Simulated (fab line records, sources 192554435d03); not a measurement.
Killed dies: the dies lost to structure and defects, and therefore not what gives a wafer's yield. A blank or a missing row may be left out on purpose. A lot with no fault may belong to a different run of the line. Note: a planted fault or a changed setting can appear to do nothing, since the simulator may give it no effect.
A lot that was struck, set against a sound lot ; flow n5Finfet ; 19 steps out of a route of 1938
Sound: the wafers L194.1, L194.3, L194.6. The struck wafers were L206.1, L206.3, L206.6. The cause comes at the end.
Per side, at each step with rows, come the tool, then ch with its chambers, and then its first start. Under that, the readings that differ: sound wafers ; struck wafers ; difference of the means ; sigmas: that difference in standard deviations of wafers without a fault.
alike: same words and numbers on both sides, and readings whose means sit less than 2 such deviations apart. not compared: any withheld reading, any reading some wafer has no value for, any bound like >300 that may hide the same value, and any number with overlapping values for which the record gives no deviation.
Wherever a step has rows on one side only, a row that says differs or no value, or a row with sigmas, the two part there. Numbers that don't overlap but have no deviation are shown without sigmas and don't part them. A reading missing from all wafers of one side parts the sides only when that side holds two or more wafers.

first, 3 steps without rows for these wafers: N5_DUMMY_REMOVAL_PRECLEAN_04 (cleans in DHF, time 37 s); N5_DUMMY_REMOVAL_SRD_05 (time 30 s); N5_HKMG_FIN_IL_REGROW_00 (material SiO2, chemistry O3, target thk 0.75 nm, time 30 s).
N5_HKMG_FIN_HK_ALD_01: deposits HfO2, target thk 1.6 nm, pulse time 3 s, purge time 3 s.
  sound on aldHk-01 ch 2,3, day 5 10:34; struck on aldHk-02 ch 0,1,3, day 8 08:52
  alike: precursorPulseHeightRel
N5_HKMG_FIN_HK_ANNEAL_02: time 30 s.
  sound on rtpAnneal-01 ch 0, day 5 10:45; struck on rtpAnneal-01 ch 0, day 8 09:09
  alike: lampPowerPct, lamp_zone_6_pct, wafer_temp_C_max
N5_HKMG_FIN_ALD_74: deposits La2O3, target thk 0.5 nm, pulse time 6 s, co reactant pulse time 1 s.
  sound on aldHk-03 ch 1,3, day 5 10:58; struck on aldHk-03 ch 0,1, day 8 09:22
  alike: heaterPowerW, precursorPulseHeightRel
N5_HKMG_FIN_ALD_75: deposits Al2O3, target thk 1 nm, co reactant pulse time 1 s.
  sound on aldHk-03 ch 1,3, day 5 11:02; struck on aldHk-03 ch 0,1, day 8 09:26
  alike: heaterPowerW, precursorPulseHeightRel
then, 5 steps without rows for these wafers: N5_HKMG_FIN_COAT_41 (time 60 s, resist thk 300 nm); N5_HKMG_FIN_COAT_42 (time 60 s, resist thk 35 nm); N5_HKMG_FIN_COAT_43 (resist thk 90 nm); N5_HKMG_FIN_EBR_45; N5_HKMG_FIN_SOFTBAKE_44 (time 60 s).
N5_HKMG_FIN_EXPOSE_46: exposes mask NDIPOLE.
  sound on arfiScanner-02 ch 0, day 5 11:23; struck on arfiScanner-03 ch 0, day 8 09:47
reading;sound;struck;difference;sigmas
model.HKMG_FIN.overlayXNm (nm);0 0 0;11.6 11.6 11.6;+11.6;
  alike: mask
then, 2 steps without rows for these wafers: N5_HKMG_FIN_PEB_47 (peb time 60 s); N5_HKMG_FIN_DEVELOP_48 (develop time 30 s).
N5_HKMG_FIN_CD_MEAS_49 targets a cd of 202 nm.
  sound on cdSem-03 ch 0, day 5 11:31; struck on cdSem-01 ch 0, day 8 09:55
  alike: cdNm
N5_HKMG_FIN_OVL_MEAS_50:
  sound on overlay-02 ch 0, day 5 11:32; struck on overlay-02 ch 0, day 8 09:56
reading;sound;struck;difference;sigmas
NDIPOLE_OVL (nm);-0.7 -1.3 -0.2;11.3 11.5 11.8;+12.3;+16
N5_HKMG_FIN_INSPECT_61: inspects for defects (macro).
  sound: defectInspect-02 at day 5 11:34; struck: defectInspect-01 at day 8 09:58
  alike: rawDefectCount
-- record jumps: 4 days separate the struck wafers' starts on either side; left off in module HKMG_FIN, taken up again in module BEOL_M4, whose first shown step is the route's number 1111 --
N5_BEOL_M4_RC_MEAS_101:
  sound on prober-01 ch 0, day 9 13:59; struck on prober-01 ch 0, day 12 08:06
  alike: DIBL_N, DIBL_P, IOFF_N, IOFF_P, ION_N, ION_P, SS_N, SS_P, VT_N, VT_P

## WHERE THEY PART
Within this record, at N5_HKMG_FIN_OVL_MEAS_50 only. Later steps at which nothing parts them and some readings are alike: N5_HKMG_FIN_INSPECT_61, N5_BEOL_M4_RC_MEAS_101.

WHY: what the simulator had put in
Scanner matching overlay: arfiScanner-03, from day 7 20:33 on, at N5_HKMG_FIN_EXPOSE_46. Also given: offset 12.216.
